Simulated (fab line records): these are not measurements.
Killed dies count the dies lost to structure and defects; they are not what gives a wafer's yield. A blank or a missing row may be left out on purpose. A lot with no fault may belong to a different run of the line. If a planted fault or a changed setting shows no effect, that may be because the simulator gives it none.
Split-lot trial :: flow n5 finfet :: route with 1938 steps; 7 lots, 21 wafers read

SPLIT DETAILS
At N5_WELL_APT_COAT_02 (resist thk 950 nm), the setting spin rpm was moved away from the recipe's 1357 rpm on 6 of the 21 wafers read, by -5.5% to +10.8%. For the rest of the wafers, this setting stayed at what the recipe calls for.

Reading taken at the split's own step.

THE READING
coat_of_WELL_APT_COAT_02.thk nm (the simulator's own value, which no gauge read), in nm, at N5_WELL_APT_COAT_02 (resist thk 950 nm). No usual value for it is given in the file. Average 950.5 nm, standard deviation 1.5 nm, over the 15 wafers here run with the recipe.

wafer: L075.1
tool, chamber at the split: litho track-05, 0
spin rpm as run, rpm: 1357
against the recipe: recipe
coat_of_WELL_APT_COAT_02.thk nm, nm: 951.5
against lot-mates on the recipe: -

wafer: L075.2
tool, chamber at the split: litho track-05, 0
spin rpm as run, rpm: 1357
against the recipe: recipe
coat_of_WELL_APT_COAT_02.thk nm, nm: 954
against lot-mates on the recipe: -

wafer: L075.3
tool, chamber at the split: litho track-05, 0
spin rpm as run, rpm: 1357
against the recipe: recipe
coat_of_WELL_APT_COAT_02.thk nm, nm: 949.5
against lot-mates on the recipe: -

wafer: L076.1
tool, chamber at the split: litho track-04, 0
spin rpm as run, rpm: 1357
against the recipe: recipe
coat_of_WELL_APT_COAT_02.thk nm, nm: 948.4
against lot-mates on the recipe: -

wafer: L076.3
tool, chamber at the split: litho track-04, 0
spin rpm as run, rpm: 1357
against the recipe: recipe
coat_of_WELL_APT_COAT_02.thk nm, nm: 948.3
against lot-mates on the recipe: -

wafer: L076.6
tool, chamber at the split: litho track-04, 0
spin rpm as run, rpm: 1357
against the recipe: recipe
coat_of_WELL_APT_COAT_02.thk nm, nm: 950.4
against lot-mates on the recipe: -

wafer: L080.1
tool, chamber at the split: litho track-05, 0
spin rpm as run, rpm: 1357
against the recipe: recipe
coat_of_WELL_APT_COAT_02.thk nm, nm: 952.7
against lot-mates on the recipe: -

wafer: L080.2
tool, chamber at the split: litho track-05, 0
spin rpm as run, rpm: 1294
against the recipe: -4.6%
coat_of_WELL_APT_COAT_02.thk nm, nm: 974.6
against lot-mates on the recipe: +21.9

wafer: L080.4
tool, chamber at the split: litho track-05, 0
spin rpm as run, rpm: 1294
against the recipe: -4.6%
coat_of_WELL_APT_COAT_02.thk nm, nm: 977.3
against lot-mates on the recipe: +24.6

wafer: L082.1
tool, chamber at the split: litho track-05, 0
spin rpm as run, rpm: 1409
against the recipe: +3.8%
coat_of_WELL_APT_COAT_02.thk nm, nm: 931.7
against lot-mates on the recipe: -20.5

wafer: L082.3
tool, chamber at the split: litho track-05, 0
spin rpm as run, rpm: 1409
against the recipe: +3.8%
coat_of_WELL_APT_COAT_02.thk nm, nm: 930.7
against lot-mates on the recipe: -21.5

wafer: L082.5
tool, chamber at the split: litho track-05, 0
spin rpm as run, rpm: 1357
against the recipe: recipe
coat_of_WELL_APT_COAT_02.thk nm, nm: 952.2
against lot-mates on the recipe: -

wafer: L088.3
tool, chamber at the split: litho track-04, 0
spin rpm as run, rpm: 1357
against the recipe: recipe
coat_of_WELL_APT_COAT_02.thk nm, nm: 949.8
against lot-mates on the recipe: -

wafer: L088.4
tool, chamber at the split: litho track-04, 0
spin rpm as run, rpm: 1503
against the recipe: +10.8%
coat_of_WELL_APT_COAT_02.thk nm, nm: 903.7
against lot-mates on the recipe: -45.9

wafer: L088.6
tool, chamber at the split: litho track-04, 0
spin rpm as run, rpm: 1357
against the recipe: recipe
coat_of_WELL_APT_COAT_02.thk nm, nm: 949.4
against lot-mates on the recipe: -

wafer: L094.2
tool, chamber at the split: litho track-04, 0
spin rpm as run, rpm: 1357
against the recipe: recipe
coat_of_WELL_APT_COAT_02.thk nm, nm: 951.4
against lot-mates on the recipe: -

wafer: L094.4
tool, chamber at the split: litho track-04, 0
spin rpm as run, rpm: 1357
against the recipe: recipe
coat_of_WELL_APT_COAT_02.thk nm, nm: 949.7
against lot-mates on the recipe: -

wafer: L094.6
tool, chamber at the split: litho track-04, 0
spin rpm as run, rpm: 1357
against the recipe: recipe
coat_of_WELL_APT_COAT_02.thk nm, nm: 949.7
against lot-mates on the recipe: -

wafer: L096.2
tool, chamber at the split: litho track-03, 0
spin rpm as run, rpm: 1357
against the recipe: recipe
coat_of_WELL_APT_COAT_02.thk nm, nm: 950.5
against lot-mates on the recipe: -

wafer: L096.4
tool, chamber at the split: litho track-03, 0
spin rpm as run, rpm: 1357
against the recipe: recipe
coat_of_WELL_APT_COAT_02.thk nm, nm: 950.2
against lot-mates on the recipe: -

wafer: L096.6
tool, chamber at the split: litho track-03, 0
spin rpm as run, rpm: 1282
against the recipe: -5.5%
coat_of_WELL_APT_COAT_02.thk nm, nm: 975.9
against lot-mates on the recipe: +25.5

THE FIT
A straight line over all 21 wafers: coat_of_WELL_APT_COAT_02.thk nm changes by -4.71 nm for each +1% of spin rpm; r = -0.99; the points scatter about the line by 2.1 nm.
The same after taking each lot's own level away (the mean of its wafers on the recipe; 21 wafers): -4.63 nm for each +1%; r = -0.99; scatter 1.8 nm.
The reading moves by 50 nm for the largest change in spin rpm, on that fit.
The lots' own levels span 949.03 to 952.70 nm, that is 2.4 times the standard deviation above.
The two slopes agree, so the slope changes little with the lot-to-lot level.
Check: -54.6 nm against its lot-mates is what the line predicts for one of the wafers moved furthest among these (+10.8%) when that wafer is left out of the fit. Against them it came out at -45.9 nm.

THE FILE'S OWN FIT
coat_of_WELL_APT_COAT_02.thk nm changes by -4.52 nm for each +1% of spin rpm, r = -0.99.
